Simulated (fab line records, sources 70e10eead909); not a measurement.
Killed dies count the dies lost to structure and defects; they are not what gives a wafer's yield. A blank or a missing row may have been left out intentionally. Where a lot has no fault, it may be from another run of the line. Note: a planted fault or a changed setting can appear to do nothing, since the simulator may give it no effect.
Comparing a struck lot with a sound one -- flow nand harc -- 36 out of 1302 route steps
Sound: the wafers L964.1, L964.5, L964.6. Struck: wafers L963.1, L963.6. (L963.4 of the same lot was not struck and is left out.) The cause comes at the end.
For every step that has rows: the tool of each side, followed by ch and its chambers, followed by its first start. Under that, the readings that differ: sound wafers -- struck wafers -- difference of the means -- sigmas: that difference in standard deviations of wafers without a fault.
alike: words and numbers the same on both sides, and readings whose means are apart by under 2 such deviations; not compared: readings that were withheld, readings missing a value for some wafer, numbers with overlapping values and no deviation given by the record, and bounds like >300 which may hide the same value.
A row with sigmas, a row that says differs or no value, or rows on one side alone: a step with any of these is where the two part. When numbers do not overlap yet have no deviation, they are printed without sigmas and do not part them. A reading that every wafer of one side lacks parts them only if that side has two wafers or more.

first, 10 steps without rows for these wafers: NHARC_P_M2_DESCUM_14 (chemistry O2, time 3 s); NHARC_P_M2_ETCH_35 (etches the open film in N2/H2, target depth 40 nm, overetch 12 nm, time 43.94 s); NHARC_P_M2_ETCH_15 (etches the open film in C4F8/Ar, target depth 182.5 nm, time 91.2 s); NHARC_P_M2_STRIP_18 (strips in N2/H2); NHARC_P_M2_ETCH_28 (etches the open film in CF4/N2, target depth 30 nm, time 72.99 s); NHARC_P_M2_STRIP_19 (strips in post etch residue remover, time 600 s); NHARC_P_M2_DEGAS_29 (time 60 s); NHARC_P_M2_PRE_CLEAN_30 (time 30 s); NHARC_P_M2_PVD_20 (deposits TaN, target thk 5 nm, time 8.06 s); NHARC_P_M2_PVD_21 (deposits Cu, target thk 30 nm, time 20.49 s).
NHARC_P_M2_ECD_22: material Cu, target thk 400 nm.
  sound on ecd cu-02 ch 0,1, day 16 03:34; struck on ecd cu-01 ch 0,1, day 15 12:22
then, 1 step without rows for these wafers: NHARC_P_M2_ANNEAL_31 (time 90 s).
NHARC_P_M2_CMP_23: polishes, t overpolish 20 s, target thk 144.3 nm.
  sound on cmp-04 ch 0,2,3, day 16 04:20; struck on cmp-02 ch 0,3, day 15 13:04
reading,sound,struck,difference,sigmas
time to endpoint s (s),29.4 25.2 27.7,12.1 12.9,-14.9,-7
  alike: motor current A
then, 20 steps without rows for these wafers: NHARC_P_M2_SRD_25; NHARC_P_M2_PRE_CLEAN_32 (time 12 s); NHARC_P_M2_DEP_33 (deposits SiCN, target thk 30 nm); NHARC_P_BONDPAD_DEP_00 (deposits SiCN, target thk 250 nm); NHARC_P_BONDPAD_CMP_32 (polishes SiCN, target thk 200 nm); NHARC_P_BONDPAD_SRD_34; NHARC_P_BONDPAD_DEHYDRATE_01 (time 120 s); NHARC_P_BONDPAD_HMDS_02 (time 30 s); NHARC_P_BONDPAD_COAT_36 (time 65 s); NHARC_P_BONDPAD_COAT_03 (resist thk 600 nm); NHARC_P_BONDPAD_SOFTBAKE_04 (time 70 s); NHARC_P_BONDPAD_EBR_05; NHARC_P_BONDPAD_EXPOSE_06 (exposes mask P BPAD); NHARC_P_BONDPAD_PEB_07 (peb time 80 s); NHARC_P_BONDPAD_DEVELOP_08 (time 50 s); NHARC_P_BONDPAD_HARDBAKE_10 (time 65 s); NHARC_P_BONDPAD_DESCUM_11 (chemistry O2, time 3 s); NHARC_P_BONDPAD_ETCH_37 (etches the open film in N2/H2, target depth 60 nm, overetch 18 nm, time 65.91 s); NHARC_P_BONDPAD_ETCH_12 (etches the open film in CHF3/O2, target depth 200 nm, time 100 s); NHARC_P_BONDPAD_STRIP_15 (strips in O2).
-- the record jumps here: 17 days lie between the struck wafers' starts before and after (it left off in module P_BONDPAD and takes up again in module A_M1, whose first step shown is number 1182 of the route) --
NHARC_A_M1_DESCUM_14: chemistry O2, time 3 s.
  sound on rie diel-12 ch 0,1,3, day 32 20:29; struck on rie diel-12 ch 1,3, day 32 06:13
reading,sound,struck,difference,sigmas
oes product au (a.u.),0.986 0.985 0.987,1.000 1.013,+0.020,+2
model.A_M1.cd nm (nm),120 120.6 121.4,115.4 115.6,-5.2,
  alike: drypump motor current A, rf vpp V, showerhead plenum p Torr, throttle valve pct
  not compared: rf hours counter h
NHARC_A_M1_ETCH_28: etches the open film in CF4/N2, target depth 30 nm, time 72.99 s.
  sound on rie diel-10 ch 1,2; struck on rie diel-10 ch 3
reading,sound,struck,difference,sigmas
rf vpp V (V),310.2 312.3 312.1,316.6 316.4,+5.0,+3
showerhead plenum p Torr (Torr),2.45 2.54 2.45,2.75 2.75,+0.27,+3
model.A_M1.cd nm (nm),120 121.3 120.9,114.9 115.1,-5.7,
  alike: drypump motor current A, oes product au, throttle valve pct
  not compared: rf hours counter h
NHARC_END_SORT_01:
  the record has rows for the sound wafers here (prober-02 ch 0, day 35 08:03) and none for the struck ones

== WHERE THEY PART ==
At NHARC_P_M2_CMP_23 first; at NHARC_END_SORT_01 last (within this record only).

WHY: what had been put in by the simulator
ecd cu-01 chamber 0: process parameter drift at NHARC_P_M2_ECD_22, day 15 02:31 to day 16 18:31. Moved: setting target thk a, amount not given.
